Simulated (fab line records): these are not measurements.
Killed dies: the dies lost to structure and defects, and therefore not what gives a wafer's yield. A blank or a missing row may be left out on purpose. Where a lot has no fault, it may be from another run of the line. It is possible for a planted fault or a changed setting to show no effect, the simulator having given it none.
Split-lot trial | flow n5-finfet | route with 1938 steps; 7 lots, 39 wafers read

== SPLIT DETAILS ==
At N5_FIN_SAQP_MANDREL_ETCH_22 (etches a-Si in HBr/Cl2, stops on SiNx, target depth 60 nm, bt time 10 s, time 30 s), the setting icp-w was moved away from the recipe's 800 W on 18 of the 39 wafers read, by -18.3% to +15.9%. The other wafers ran this setting at the recipe's value.

The reading is taken at the split's own step.

== THE READING ==
SOC_of_FIN_SAQP_COAT_49.thk-nm (the simulator's own value, which no gauge read), in nm, at N5_FIN_SAQP_MANDREL_ETCH_22 (etches a-Si in HBr/Cl2, stops on SiNx, target depth 60 nm, bt time 10 s, time 30 s). No usual value for it is given in the file. The 21 wafers here that ran the recipe average 76.07 nm, standard deviation 0.65 nm.

wafer  | tool, chamber at the split | icp-w as run, W | against the recipe | SOC_of_FIN_SAQP_COAT_49.thk-nm, nm | against lot-mates on the recipe
L074.1 | rie-si-03, 2               | 800             | recipe             | 77.94                              | -
L074.2 | rie-si-03, 1               | 927.6           | +15.9%             | 74.29                              | -2.69
L074.3 | rie-si-03, 3               | 800             | recipe             | 76.44                              | -
L074.4 | rie-si-03, 0               | 927.6           | +15.9%             | 74.74                              | -2.24
L074.5 | rie-si-03, 2               | 927.6           | +15.9%             | 76.72                              | -0.26
L074.6 | rie-si-03, 3               | 800             | recipe             | 76.56                              | -
L079.1 | rie-si-03, 0               | 800             | recipe             | 75.86                              | -
L079.3 | rie-si-03, 3               | 800             | recipe             | 76.39                              | -
L079.6 | rie-si-03, 1               | 800             | recipe             | 75.2                               | -
L080.1 | rie-si-02, 2               | 654.7           | -18.2%             | 78.09                              | +1.81
L080.2 | rie-si-02, 1               | 654.7           | -18.2%             | 78.03                              | +1.75
L080.3 | rie-si-02, 0               | 800             | recipe             | 76.07                              | -
L080.4 | rie-si-02, 3               | 800             | recipe             | 76.46                              | -
L080.5 | rie-si-02, 0               | 654.7           | -18.2%             | 78.15                              | +1.87
L080.6 | rie-si-02, 3               | 800             | recipe             | 76.3                               | -
L081.1 | rie-si-03, 0               | 664.9           | -16.9%             | 77.52                              | +1.63
L081.2 | rie-si-03, 2               | 664.9           | -16.9%             | 79.13                              | +3.24
L081.3 | rie-si-03, 3               | 800             | recipe             | 76.28                              | -
L081.4 | rie-si-03, 1               | 664.9           | -16.9%             | 77                                 | +1.11
L081.5 | rie-si-03, 0               | 800             | recipe             | 75.89                              | -
L081.6 | rie-si-03, 1               | 800             | recipe             | 75.49                              | -
L082.1 | rie-si-01, 1               | 800             | recipe             | 75.49                              | -
L082.2 | rie-si-01, 3               | 800             | recipe             | 76.59                              | -
L082.3 | rie-si-01, 0               | 730.3           | -8.7%              | 76.67                              | +0.73
L082.4 | rie-si-01, 2               | 730.3           | -8.7%              | 77.5                               | +1.56
L082.5 | rie-si-01, 0               | 800             | recipe             | 75.75                              | -
L082.6 | rie-si-01, 3               | 730.3           | -8.7%              | 77.09                              | +1.15
L084.1 | rie-si-01, 3               | 800             | recipe             | 76.43                              | -
L084.2 | rie-si-01, 0               | 656.3           | -18.0%             | 78.06                              | +1.75
L084.3 | rie-si-01, 2               | 800             | recipe             | 76.75                              | -
L084.4 | rie-si-01, 1               | 800             | recipe             | 75.75                              | -
L084.5 | rie-si-01, 3               | 656.3           | -18.0%             | 78.58                              | +2.27
L084.6 | rie-si-01, 2               | 656.3           | -18.0%             | 78.56                              | +2.25
L091.1 | rie-si-02, 2               | 800             | recipe             | 75.2                               | -
L091.2 | rie-si-02, 1               | 800             | recipe             | 75.39                              | -
L091.3 | rie-si-02, 0               | 653.3           | -18.3%             | 76.74                              | +1.47
L091.4 | rie-si-02, 1               | 653.3           | -18.3%             | 77.32                              | +2.05
L091.5 | rie-si-02, 0               | 800             | recipe             | 75.21                              | -
L091.6 | rie-si-02, 2               | 653.3           | -18.3%             | 77.31                              | +2.04

FIT RESULTS
A straight line over all 39 wafers: SOC_of_FIN_SAQP_COAT_49.thk-nm changes by -0.0884 nm for each +1% of icp-w; r = -0.78; the points scatter about the line by 0.72 nm.
The same after taking each lot's own level away (the mean of its wafers on the recipe; 39 wafers): -0.109 nm for each +1%; r = -0.90; scatter 0.54 nm.
That fit puts the effect of the largest move of icp-w on the reading at 2 nm.
The span of the lots' own levels, 75.267 to 76.980 nm, comes to 2.7 times the standard deviation stated above.
So the lot-to-lot level blurs the effect unless lot-mates are compared.
Check: +2.06 nm against its lot-mates is what the line predicts for one of the wafers moved furthest among these (-18.3%) when that wafer is left out of the fit. It came out at +1.47 nm against them.

== FILE'S OWN FIT ==
SOC_of_FIN_SAQP_COAT_49.thk-nm changes by -0.11 nm for each +1% of icp-w, r = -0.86.
